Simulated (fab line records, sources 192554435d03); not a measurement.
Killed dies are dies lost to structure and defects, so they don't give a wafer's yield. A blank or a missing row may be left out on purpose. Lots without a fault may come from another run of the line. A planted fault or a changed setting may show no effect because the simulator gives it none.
Chamber matching | flow n5_finfet | N5_BEOL_M6_ALD_77 on ald_metal-01: 4 sister chambers
The step deposits TaN, target thk 2 nm, pulse time 2 s, purge time 3 s. 8 wafers are shown with their chamber, then 7 later ones without.

WAFERS WITH THEIR CHAMBER
wafer  | chamber | heater_power_w (W) | precursor_vessel_carrier_sccm (sccm)
L075.1 | 1       | 428                | 998.3
L079.4 | 1       | 419                | 1002.3
L078.6 | 2       | 296                | 1001.0
L082.2 | 0       | 340                | 1001.4
L082.5 | 3       | 493                | 1004.0
L082.6 | 2       | 301                | 1000.3
L090.1 | 0       | 339                | 1001.0
L090.2 | 3       | 483                | 1001.2

WAFERS WITHOUT THEIR CHAMBER
wafer  | heater_power_w (W) | precursor_vessel_carrier_sccm (sccm)
L090.3 | 302                | 998.9
L095.4 | 298                | 1001.8
L095.5 | 423                | 1001.6
L095.6 | 302                | 998.9
L094.3 | 301                | 1001.4
L094.4 | 344                | 1000.3
L094.6 | 348                | 999.8

WHICH CHAMBER EACH WENT THROUGH
wafer  | from the rows above | in truth
L090.3 | 2                   | 2
L095.4 | 2                   | 2
L095.5 | 1                   | 1
L095.6 | 2                   | 2
L094.3 | 2                   | 2
L094.4 | 0                   | 0
L094.6 | 0                   | 0
Placed correctly: 7 of 7. Can't be placed from these rows: 0. Placed wrongly: 0.
How it was worked out, from the rows above alone: a wafer's distance from a chamber is the root of the sum, over the readings, of the square of ((its reading less the chamber's mean) divided by the reading's scatter). The wafer belongs to the nearest chamber; if the next one is less than 2 further off, it can't be placed. A chamber's mean is the mean of its shown wafers. The scatter: the root of (the sum of the squares of (reading less its chamber's mean) over the shown wafers, divided by (wafers less chambers)).
